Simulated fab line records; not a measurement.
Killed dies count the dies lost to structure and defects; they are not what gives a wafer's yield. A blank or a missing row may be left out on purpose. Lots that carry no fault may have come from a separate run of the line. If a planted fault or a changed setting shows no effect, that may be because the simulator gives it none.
Chamber matching + flow nand_harc + 3 sister chambers for NHARC_A_BONDPAD_DEP_00 on pecvd-02
The step deposits SiCN, target thk 250 nm. 6 wafers are shown with their chamber, then 12 later ones without.

== EACH WAFER AND ITS CHAMBER ==
| wafer  | chamber | heater_power_w (W) | showerhead_vpp_V (V) |
|--------|---------|--------------------|----------------------|
| L089.3 | 2       | 606                | 1348                 |
| L089.5 | 1       | 538                | 1328                 |
| L089.6 | 0       | 695                | 1324                 |
| L088.3 | 1       | 479                | 1322                 |
| L088.4 | 0       | 717                | 1332                 |
| L088.6 | 2       | 608                | 1347                 |

== WAFERS WITH NO CHAMBER GIVEN ==
| wafer  | heater_power_w (W) | showerhead_vpp_V (V) |
|--------|--------------------|----------------------|
| L093.2 | 641                | 1334                 |
| L093.3 | 677                | 1311                 |
| L093.5 | 708                | 1297                 |
| L094.1 | 611                | 1317                 |
| L094.3 | 592                | 1340                 |
| L094.4 | 477                | 1332                 |
| L095.3 | 585                | 1314                 |
| L095.5 | 633                | 1321                 |
| L095.6 | 611                | 1312                 |
| L097.2 | 664                | 1323                 |
| L097.3 | 506                | 1316                 |
| L097.4 | 613                | 1321                 |

== EACH ONE'S CHAMBER ==
| wafer  | from the rows above     | in truth |
|--------|-------------------------|----------|
| L093.2 | can't be placed: 0 or 2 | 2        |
| L093.3 | 0                       | 0        |
| L093.5 | 0                       | 0        |
| L094.1 | can't be placed: 1 or 0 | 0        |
| L094.3 | 2                       | 2        |
| L094.4 | 1                       | 1        |
| L095.3 | can't be placed: 1 or 0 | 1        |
| L095.5 | can't be placed: 0 or 1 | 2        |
| L095.6 | can't be placed: 1 or 0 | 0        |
| L097.2 | 0                       | 0        |
| L097.3 | 1                       | 1        |
| L097.4 | can't be placed: 0 or 1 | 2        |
Correctly placed: 6 of 12. These rows do not allow placing 6 (true chamber among the candidates in 4). Wrongly placed: 0.
How it was worked out, from the rows above alone: a wafer's distance from a chamber is the root of the sum, over the readings, of the square of ((its reading less the chamber's mean) divided by the reading's scatter). If the next closest chamber is less than 2 further off than the closest, the wafer can't be placed; otherwise it belongs to the closest. For every chamber, the mean is computed from those of its wafers that are shown. The scatter is the square root of a quotient: the sum, over the shown wafers, of each reading's squared deviation from its chamber's mean, divided by wafers minus chambers.
